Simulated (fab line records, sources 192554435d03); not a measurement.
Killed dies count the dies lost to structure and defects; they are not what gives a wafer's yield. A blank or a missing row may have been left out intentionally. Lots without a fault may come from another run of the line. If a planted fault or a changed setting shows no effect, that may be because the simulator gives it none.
Split-lot study | flow n5_finfet | 21 wafers read from 7 lots, route of 1938 steps

ON THE SPLIT
At N5_PASSIVATION_EXPOSE_41 (exposes mask PASS OPEN, defocus 0 nm, target cd 40000 nm), the setting dose_mj was moved away from the recipe's 57.25 on 10 of the 21 wafers read, by -7.4% to +6.7%. The other wafers ran this setting at the recipe's value.

FROM THE SPLIT TO THE READING: what the file shows between them, 3 steps
- N5_PASSIVATION_PEB_42
- N5_PASSIVATION_DEVELOP_43: develop time 60 s
- N5_PASSIVATION_HARDBAKE_45: time 120 s

THE READING
cd_nm (nm) at N5_PASSIVATION_CD_MEAS_44, where the cd target is 40000 nm. Fault-free wafers of this fab line usually give 39999 nm, standard deviation 4.7 nm.

wafer  | tool, chamber at the split | dose_mj as run | against the recipe | cd_nm, nm | against lot-mates on the recipe
L075.2 | krf_scanner-01, 0          | 61.1           | +6.7%              | 40020     | +17
L075.4 | krf_scanner-01, 0          | 57.25          | recipe             | 40003     | -
L075.5 | krf_scanner-01, 0          | 61.1           | +6.7%              | 40023     | +20
L077.1 | krf_scanner-01, 0          | 55.2           | -3.6%              | 39977     | -10
L077.3 | krf_scanner-01, 0          | 55.2           | -3.6%              | 39987     | +0
L077.5 | krf_scanner-01, 0          | 57.25          | recipe             | 39987     | -
L080.2 | krf_scanner-02, 0          | 59.24          | +3.5%              | 40007     | +14
L080.5 | krf_scanner-02, 0          | 57.25          | recipe             | 39993     | -
L080.6 | krf_scanner-02, 0          | 59.24          | +3.5%              | 40018     | +25
L085.2 | krf_scanner-02, 0          | 57.25          | recipe             | 40009     | -
L085.3 | krf_scanner-02, 0          | 57.25          | recipe             | 40006     | -
L085.4 | krf_scanner-02, 0          | 57.25          | recipe             | 40003     | -
L095.3 | krf_scanner-01, 0          | 53.65          | -6.3%              | 39974     | -30
L095.4 | krf_scanner-01, 0          | 57.25          | recipe             | 40010     | -
L095.6 | krf_scanner-01, 0          | 57.25          | recipe             | 39999     | -
L097.3 | krf_scanner-01, 0          | 57.25          | recipe             | 39995     | -
L097.4 | krf_scanner-01, 0          | 57.25          | recipe             | 39999     | -
L097.5 | krf_scanner-01, 0          | 60.22          | +5.2%              | 40021     | +24
L096.1 | krf_scanner-01, 0          | 53.02          | -7.4%              | 39971     | -35
L096.3 | krf_scanner-01, 0          | 57.25          | recipe             | 40006     | -
L096.4 | krf_scanner-01, 0          | 53.02          | -7.4%              | 39970     | -36

FIT RESULTS
A straight line over all 21 wafers: cd_nm changes by +3.84 nm for each +1% of dose_mj; r = +0.93; the points scatter about the line by 6.1 nm.
The same after taking each lot's own level away (the mean of its wafers on the recipe; 21 wafers): +3.99 nm for each +1%; r = +0.94; scatter 6 nm.
That fit puts the effect of the largest move of dose_mj on the reading at 29 nm.
From 39987.0 to 40006.0 nm: that is the span of the lots' own levels, equal to 4.0 times the standard deviation above.
The two slopes agree, so the slope changes little with the lot-to-lot level.
Check: with one of the wafers moved furthest among these (-7.4%) left out of the fit, the line predicts -28 nm for it against its lot-mates. It came out at -35 nm against them.

THE WHOLE CHAIN: every reading that the file lists as answering this split, in the file's order
step                      | what it does       | reading         | change (the file's fit)                                                   | r (the file's)
N5_PASSIVATION_CD_MEAS_44 | target cd 40000 nm | cd_nm           | +4.13 nm for each +1% of the setting                                      | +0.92
N5_PASSIVATION_PROBE_49   |                    | killed_at_other | not straight: 7 at the lowest setting, 42 at the recipe, 2 at the highest | not given

THE FILE'S OWN FIT
cd_nm changes by +4.13 nm for each +1% of dose_mj, r = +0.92.
